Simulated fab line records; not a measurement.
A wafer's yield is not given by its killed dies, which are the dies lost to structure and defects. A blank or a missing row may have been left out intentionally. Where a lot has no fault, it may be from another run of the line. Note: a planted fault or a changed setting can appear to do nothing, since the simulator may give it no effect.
Split-lot study || flow n5 finfet || route with 1938 steps; 7 lots, 21 wafers read

## THE SPLIT
At N5_BEOL_M14_ETCH_59 (etches BARC in N2/H2, target depth 89 nm, overetch 26.7 nm, time 67.9 s), the setting time s was moved away from the recipe's 67.9 s on 7 of the 21 wafers read, by -21.1% to +16.1%. The other wafers ran this setting at the recipe's value.

No step appears in the file between the split and the reading.

## THE READING
coat_of_BEOL_M14_COAT_04.thk nm (the simulator's own value, which no gauge read), in nm, at N5_BEOL_M14_VIA_ETCH_16 (etches SiO2 in C4F8/O2/Ar, target depth 1231.3 nm). No usual value for it is given in the file. Here, 14 wafers ran the recipe; their average is 449.5 nm with a standard deviation of 4.3 nm.

{"wafer": "L075.2", "tool, chamber at the split": "rie diel-02, 1", "time s as run, s": 67.9, "against the recipe": "recipe", "coat_of_BEOL_M14_COAT_04.thk nm, nm": 454, "against lot-mates on the recipe": "-"}
{"wafer": "L075.3", "tool, chamber at the split": "rie diel-02, 2", "time s as run, s": 67.9, "against the recipe": "recipe", "coat_of_BEOL_M14_COAT_04.thk nm, nm": 457.2, "against lot-mates on the recipe": "-"}
{"wafer": "L075.4", "tool, chamber at the split": "rie diel-02, 0", "time s as run, s": 67.9, "against the recipe": "recipe", "coat_of_BEOL_M14_COAT_04.thk nm, nm": 448.4, "against lot-mates on the recipe": "-"}
{"wafer": "L081.3", "tool, chamber at the split": "rie diel-02, 2", "time s as run, s": 67.9, "against the recipe": "recipe", "coat_of_BEOL_M14_COAT_04.thk nm, nm": 458.8, "against lot-mates on the recipe": "-"}
{"wafer": "L081.5", "tool, chamber at the split": "rie diel-02, 2", "time s as run, s": 78.8, "against the recipe": "+16.1%", "coat_of_BEOL_M14_COAT_04.thk nm, nm": 440.2, "against lot-mates on the recipe": -18.6}
{"wafer": "L081.6", "tool, chamber at the split": "rie diel-02, 1", "time s as run, s": 78.8, "against the recipe": "+16.1%", "coat_of_BEOL_M14_COAT_04.thk nm, nm": 440, "against lot-mates on the recipe": -18.8}
{"wafer": "L083.3", "tool, chamber at the split": "rie diel-01, 3", "time s as run, s": 67.9, "against the recipe": "recipe", "coat_of_BEOL_M14_COAT_04.thk nm, nm": 445.2, "against lot-mates on the recipe": "-"}
{"wafer": "L083.5", "tool, chamber at the split": "rie diel-01, 0", "time s as run, s": 67.9, "against the recipe": "recipe", "coat_of_BEOL_M14_COAT_04.thk nm, nm": 444.6, "against lot-mates on the recipe": "-"}
{"wafer": "L083.6", "tool, chamber at the split": "rie diel-01, 1", "time s as run, s": 67.9, "against the recipe": "recipe", "coat_of_BEOL_M14_COAT_04.thk nm, nm": 446.4, "against lot-mates on the recipe": "-"}
{"wafer": "L085.4", "tool, chamber at the split": "rie diel-01, 2", "time s as run, s": 67.9, "against the recipe": "recipe", "coat_of_BEOL_M14_COAT_04.thk nm, nm": 450, "against lot-mates on the recipe": "-"}
{"wafer": "L085.5", "tool, chamber at the split": "rie diel-01, 3", "time s as run, s": 67.9, "against the recipe": "recipe", "coat_of_BEOL_M14_COAT_04.thk nm, nm": 445.6, "against lot-mates on the recipe": "-"}
{"wafer": "L085.6", "tool, chamber at the split": "rie diel-01, 1", "time s as run, s": 75.14, "against the recipe": "+10.7%", "coat_of_BEOL_M14_COAT_04.thk nm, nm": 440.8, "against lot-mates on the recipe": -7.0}
{"wafer": "L089.1", "tool, chamber at the split": "rie diel-04, 3", "time s as run, s": 67.9, "against the recipe": "recipe", "coat_of_BEOL_M14_COAT_04.thk nm, nm": 446.2, "against lot-mates on the recipe": "-"}
{"wafer": "L089.3", "tool, chamber at the split": "rie diel-04, 2", "time s as run, s": 53.9, "against the recipe": "-20.6%", "coat_of_BEOL_M14_COAT_04.thk nm, nm": 460.8, "against lot-mates on the recipe": "+14.6"}
{"wafer": "L089.6", "tool, chamber at the split": "rie diel-04, 3", "time s as run, s": 53.9, "against the recipe": "-20.6%", "coat_of_BEOL_M14_COAT_04.thk nm, nm": 459.4, "against lot-mates on the recipe": "+13.2"}
{"wafer": "L094.1", "tool, chamber at the split": "rie diel-01, 2", "time s as run, s": 67.9, "against the recipe": "recipe", "coat_of_BEOL_M14_COAT_04.thk nm, nm": 449.6, "against lot-mates on the recipe": "-"}
{"wafer": "L094.3", "tool, chamber at the split": "rie diel-01, 0", "time s as run, s": 53.55, "against the recipe": "-21.1%", "coat_of_BEOL_M14_COAT_04.thk nm, nm": 459.4, "against lot-mates on the recipe": "+10.4"}
{"wafer": "L094.6", "tool, chamber at the split": "rie diel-01, 3", "time s as run, s": 67.9, "against the recipe": "recipe", "coat_of_BEOL_M14_COAT_04.thk nm, nm": 448.4, "against lot-mates on the recipe": "-"}
{"wafer": "L096.1", "tool, chamber at the split": "rie diel-01, 1", "time s as run, s": 67.9, "against the recipe": "recipe", "coat_of_BEOL_M14_COAT_04.thk nm, nm": 452.2, "against lot-mates on the recipe": "-"}
{"wafer": "L096.4", "tool, chamber at the split": "rie diel-01, 3", "time s as run, s": 77.58, "against the recipe": "+14.3%", "coat_of_BEOL_M14_COAT_04.thk nm, nm": 437.8, "against lot-mates on the recipe": -11.7}
{"wafer": "L096.5", "tool, chamber at the split": "rie diel-01, 3", "time s as run, s": 67.9, "against the recipe": "recipe", "coat_of_BEOL_M14_COAT_04.thk nm, nm": 446.8, "against lot-mates on the recipe": "-"}

FIT RESULTS
A straight line over all 21 wafers: coat_of_BEOL_M14_COAT_04.thk nm changes by -0.568 nm for each +1% of time s; r = -0.84; the points scatter about the line by 3.9 nm.
The same after taking each lot's own level away (the mean of its wafers on the recipe; 21 wafers): -0.77 nm for each +1%; r = -0.94; scatter 3 nm.
According to that fit, moving time s by its largest amount changes the reading by 16 nm.
Measured against the standard deviation above, the lots' own levels, which go from 445.40 to 458.80 nm, span 3.1 times it.
Hence the slope depends on the lot-to-lot level, as the two fits are not the same.
Check: with one of the wafers moved furthest among these (-21.1%) left out of the fit, the line predicts +16.9 nm for it against its lot-mates. Against them it came out at +10.4 nm.

## OTHER SPLITS ON THESE WAFERS
These wafers also went through other splits before the reading. Each is held against what the fit with the lots' levels taken away leaves over:
{"other split on the same wafers": "N5_BEOL_M10_VIA_ETCH_34 bias w", "wafers away from the commonest value": 7, "r with coat_of_BEOL_M14_COAT_04.thk nm (lot level and that fit taken away)": "+0.09"}
{"other split on the same wafers": "N5_BEOL_M10_TRENCH_ETCH_37 bias w", "wafers away from the commonest value": 8, "r with coat_of_BEOL_M14_COAT_04.thk nm (lot level and that fit taken away)": "+0.10"}
{"other split on the same wafers": "N5_BEOL_M11_VIA_ETCH_34 time s", "wafers away from the commonest value": 7, "r with coat_of_BEOL_M14_COAT_04.thk nm (lot level and that fit taken away)": -0.50}
{"other split on the same wafers": "N5_BEOL_M11_TRENCH_ETCH_37 source w", "wafers away from the commonest value": 8, "r with coat_of_BEOL_M14_COAT_04.thk nm (lot level and that fit taken away)": "+0.23"}
{"other split on the same wafers": "N5_BEOL_M12_COAT_66 spin rpm", "wafers away from the commonest value": 3, "r with coat_of_BEOL_M14_COAT_04.thk nm (lot level and that fit taken away)": -0.15}
{"other split on the same wafers": "N5_BEOL_M12_ETCH_67 source w", "wafers away from the commonest value": 3, "r with coat_of_BEOL_M14_COAT_04.thk nm (lot level and that fit taken away)": -0.17}

## THE WHOLE CHAIN: every reading that the file lists as answering this split, in the file's order
{"step": "N5_BEOL_M14_ETCH_59", "what it does": "etches BARC in N2/H2, target depth 89 nm, overetch 26.7 nm, time 67.9 s", "reading": "coat_of_BEOL_M14_COAT_04.thk nm (the simulator's own value, which no gauge read)", "change (the file's fit)": "-0.655 nm for each +1% of the setting", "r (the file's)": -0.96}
{"step": "N5_BEOL_M14_VIA_ETCH_16", "what it does": "etches SiO2 in C4F8/O2/Ar, target depth 1231.3 nm", "reading": "coat_of_BEOL_M14_COAT_04.thk nm (the simulator's own value, which no gauge read)", "change (the file's fit)": "-0.725 nm for each +1% of the setting", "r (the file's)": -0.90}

## FILE'S OWN FIT
coat_of_BEOL_M14_COAT_04.thk nm changes by -0.725 nm for each +1% of time s, r = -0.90.
